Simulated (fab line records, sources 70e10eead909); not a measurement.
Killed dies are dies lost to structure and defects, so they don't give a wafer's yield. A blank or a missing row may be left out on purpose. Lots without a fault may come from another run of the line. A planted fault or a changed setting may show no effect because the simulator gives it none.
A struck lot beside a sound one | flow nand_harc | 15 steps out of a route of 1302
Sound: wafers L927.1, L927.4, L927.6. Struck: wafers L938.1, L938.3, L938.5. The cause comes at the end.
At each step with rows: each side's tool, then ch and its chambers, then its first start. Under that, the readings that differ: sound wafers | struck wafers | difference of the means | sigmas: that difference in standard deviations of wafers without a fault.
alike: readings whose means differ by less than 2 such deviations, and words and numbers that are the same on both sides. not compared: withheld readings, readings that some wafer has no value for, bounds like >300 that may hide the same value, and numbers for which the record gives no deviation and whose values overlap.
The two part at a step that has a row with sigmas, a row that says differs or no value, or rows on one side only. Numbers that don't overlap but have no deviation are shown without sigmas and don't part them. A reading that every wafer of one side lacks parts them only if that side has two wafers or more.

first, 4 steps without rows for these wafers: NHARC_P_M2_EBR_05; NHARC_P_M2_EXPOSE_06 (exposes mask P M2, target cd 170 nm); NHARC_P_M2_PEB_07 (peb time 65 s); NHARC_P_M2_DEVELOP_08 (develop time 35 s).
NHARC_P_M2_CD_MEAS_09: target cd 170 nm.
  sound on cd_sem-03 ch 0, day 9 09:19; struck on cd_sem-01 ch 0, day 13 19:30
  alike: cd_nm
NHARC_P_M2_OVL_MEAS_10: pitch 340 nm.
  sound on overlay-01, day 9 09:25; struck on overlay-02, day 13 19:35
  alike: overlay_x_nm, overlay_y_nm
NHARC_P_M2_INSPECT_11:
  sound on defect_inspect-01, day 9 09:27; struck on defect_inspect-01, day 13 19:38
  alike: raw_defect_count
NHARC_P_M2_DESCUM_14: chemistry O2, time 3 s.
  sound on rie_diel-11 ch 0,3, day 9 09:31; struck on rie_diel-02 ch 0,1,3, day 13 19:42
  alike: drypump_motor_current_A, oes_product_au, rf_vpp_V, showerhead_plenum_p_Torr, throttle_valve_pct
  not compared: rf_hours_counter_h
NHARC_P_M2_ETCH_35: etches the open film in N2/H2, target depth 40 nm, overetch 12 nm, time 43.94 s.
  sound on rie_diel-11 ch 1,3, day 9 09:35; struck on rie_diel-02 ch 0,1, day 13 19:47
  alike: drypump_motor_current_A, oes_product_au, rf_vpp_V, showerhead_plenum_p_Torr, throttle_valve_pct
  not compared: rf_hours_counter_h
NHARC_P_M2_ETCH_15: etches the open film in C4F8/Ar, target depth 182.5 nm, time 91.2 s.
  sound on rie_diel-11 ch 0,1,3; struck on rie_diel-02 ch 0,3
  alike: oes_product_au, rf_vpp_V
  not compared: rf_hours_counter_h
NHARC_P_M2_CD_MEAS_16:
  sound on cd_sem-02, day 9 09:51; struck on cd_sem-01, day 13 20:02
  alike: cd_nm
NHARC_P_M2_STRIP_18: strips in N2/H2.
  sound on rie_diel-10 ch 1,2,3, day 9 09:56; struck on rie_diel-10 ch 1,2,3, day 13 20:08
  alike: drypump_motor_current_A, oes_product_au, rf_vpp_V, showerhead_plenum_p_Torr, throttle_valve_pct
  not compared: rf_hours_counter_h
NHARC_P_M2_ETCH_28: etches the open film in CF4/N2, target depth 30 nm, time 72.99 s.
  sound on rie_diel-10 ch 0,1, day 9 10:10; struck on rie_diel-10 ch 0,2, day 13 20:22
  reading               | sound             | struck            | difference | sigmas
  oes_product_au (a.u.) | 0.997 1.023 1.004 | 0.862 0.856 0.859 | -0.149     | -15
  alike: drypump_motor_current_A, rf_vpp_V, showerhead_plenum_p_Torr, throttle_valve_pct
  not compared: rf_hours_counter_h
then, 1 step without rows for these wafers: NHARC_P_M2_STRIP_19 (strips in post etch residue remover, time 600 s).
NHARC_END_SORT_01:
  the record has rows for the sound wafers here (prober-01 ch 0, day 27 09:32) and none for the struck ones

WHERE THEY PART
First at NHARC_P_M2_ETCH_28; last, within this record, at NHARC_END_SORT_01.

WHY: what the simulator had put in
Process parameter drift: rie_diel-10, from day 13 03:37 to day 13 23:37, at NHARC_P_M2_ETCH_28. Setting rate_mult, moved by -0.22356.
